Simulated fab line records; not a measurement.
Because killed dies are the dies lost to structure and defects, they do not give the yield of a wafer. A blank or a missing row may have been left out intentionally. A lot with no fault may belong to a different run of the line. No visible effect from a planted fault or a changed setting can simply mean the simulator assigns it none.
Which of the tools did it?	flow n5-finfet	14 lots, 42 wafers sampled, at 3 steps of a route of 1938

WHAT EACH GAUGE READ, for each wafer
N5_BEOL_M7_RS_MEAS_57: measures by four-point-probe. Usual: M7_RS gives 0.286 ohm/sq (standard deviation 0.0071).
lot	measured	on	M7_RS (ohm/sq)	flag
L344	day 10 23:16	film-metro-02	0.280 0.286 0.277	
L346	day 11 13:17	film-metro-01	0.282 0.295 0.277	
L348	day 12 10:43	film-metro-01	0.284 0.283 0.275	
L349	day 12 14:31	film-metro-02	0.294 0.284 0.293	
L350	day 13 05:50	film-metro-01	0.286 0.287 0.294	
L352	day 13 17:34	film-metro-01	0.286 0.275 0.280	
L353	day 13 22:07	film-metro-02	0.289 0.281 0.277	
L355	day 14 05:35	film-metro-01	0.285 0.296 0.289	
L357	day 14 06:08	film-metro-01	0.286 0.289 0.288	
L360	day 15 04:25	film-metro-01	0.293 0.294 0.287	
L363	day 16 11:46	film-metro-02	0.274 0.290 0.273	
L364	day 16 16:00	film-metro-02	0.280 0.282 0.280	
L365	day 16 16:08	film-metro-02	0.286 0.296 0.283	
L367	day 17 02:37	film-metro-02	0.286 0.284 0.285	

N5_BEOL_M8_THK_MEAS_01. Usual: M8_ILD_THK gives 154.6 nm (standard deviation 2.3).
lot	measured	on	M8_ILD_THK (nm)	flag
L344	day 10 23:55	film-metro-01	151.0 148.6 156.1	
L346	day 11 13:56	film-metro-02	151.6 153.2 155.6	
L348	day 12 11:23	film-metro-01	153.2 151.3 156.6	
L349	day 12 15:09	film-metro-02	152.8 157.4 153.3	
L350	day 13 06:28	film-metro-02	152.9 156.0 155.4	
L352	day 13 18:13	film-metro-02	155.7 155.2 156.6	
L353	day 13 22:46	film-metro-01	151.0 151.6 155.4	
L355	day 14 06:14	film-metro-01	154.3 154.8 156.1	
L357	day 14 06:46	film-metro-02	149.3 153.0 157.1	
L360	day 15 05:04	film-metro-01	149.9 156.7 155.6	
L363	day 16 12:40	film-metro-02	153.3 157.2 154.4	
L364	day 16 16:50	film-metro-01	152.2 155.0 156.3	
L365	day 16 17:13	film-metro-01	153.7 155.7 155.0	
L367	day 17 03:15	film-metro-02	155.1 156.6 159.2	

EACH LOT AND THE TOOL THAT RAN IT (in order: tool; ch and the chambers of the sampled wafers; start)
lot	N5_BEOL_M8_CURE_74
L344	uv-cure-01 ch 2, day 10 23:24
L346	uv-cure-02 ch 0, day 11 13:25
L348	uv-cure-02 ch 0, day 12 10:53
L349	uv-cure-02 ch 0, day 12 14:38
L350	uv-cure-02 ch 0, day 13 05:58
L352	uv-cure-02 ch 2, day 13 17:52
L353	uv-cure-02 ch 0, day 13 22:20
L355	uv-cure-01 ch 0, day 14 05:47
L357	uv-cure-01 ch 2, day 14 06:16
L360	uv-cure-01 ch 0, day 15 04:43
L363	uv-cure-01 ch 1, day 16 12:09
L364	uv-cure-01 ch 2, day 16 16:20
L365	uv-cure-02 ch 0, day 16 16:47
L367	uv-cure-03 ch 1, day 17 02:49
- N5_BEOL_M8_CURE_74: cures SiCOH lowk, time 240 s.

AS READ BY THE TOOLS THEMSELVES (means over the sampled wafers that have a number; for cases with no such wafer, the mark the record gives instead)
N5_BEOL_M8_CURE_74. Usual: lamp-power-pct 52.32 %, standard deviation 0.055; wafer_temp_C_max 386.8, standard deviation 0.64.
lot	tool	lamp-power-pct (%)	wafer_temp_C_max	flag
L344	uv-cure-01	52.31	386.8	
L346	uv-cure-02	52.33	386.8	
L348	uv-cure-02	52.27	386.9	
L349	uv-cure-02	52.27	387.0	
L350	uv-cure-02	52.29	386.3	
L352	uv-cure-02	52.34	386.4	
L353	uv-cure-02	52.27	386.6	
L355	uv-cure-01	52.32	387.0	
L357	uv-cure-01	52.24	386.9	
L360	uv-cure-01	52.35	386.5	
L363	uv-cure-01	52.29	386.6	
L364	uv-cure-01	52.27	386.9	
L365	uv-cure-02	52.31	387.0	
L367	uv-cure-03	52.33	388.7	

THE ANSWER, worked out from the rows above alone
Rule: lot off if the mean of its wafers having a number is beyond 3 standard deviations from the usual mean. Also off: a lot with no number at a reading for which 4 or more lots have one. The other lots that the step has rows for count as sound. After the gauges, taken in route order, come the tools' own readings; for these a lot's mean is taken, as printed above. At the first step where some lot is off, the reading lying furthest off is the one used; lots without a number count as furthest.
No lot is off at any reading shown: from this, nothing can be told.

WHAT THE SIMULATOR HAD PUT IN
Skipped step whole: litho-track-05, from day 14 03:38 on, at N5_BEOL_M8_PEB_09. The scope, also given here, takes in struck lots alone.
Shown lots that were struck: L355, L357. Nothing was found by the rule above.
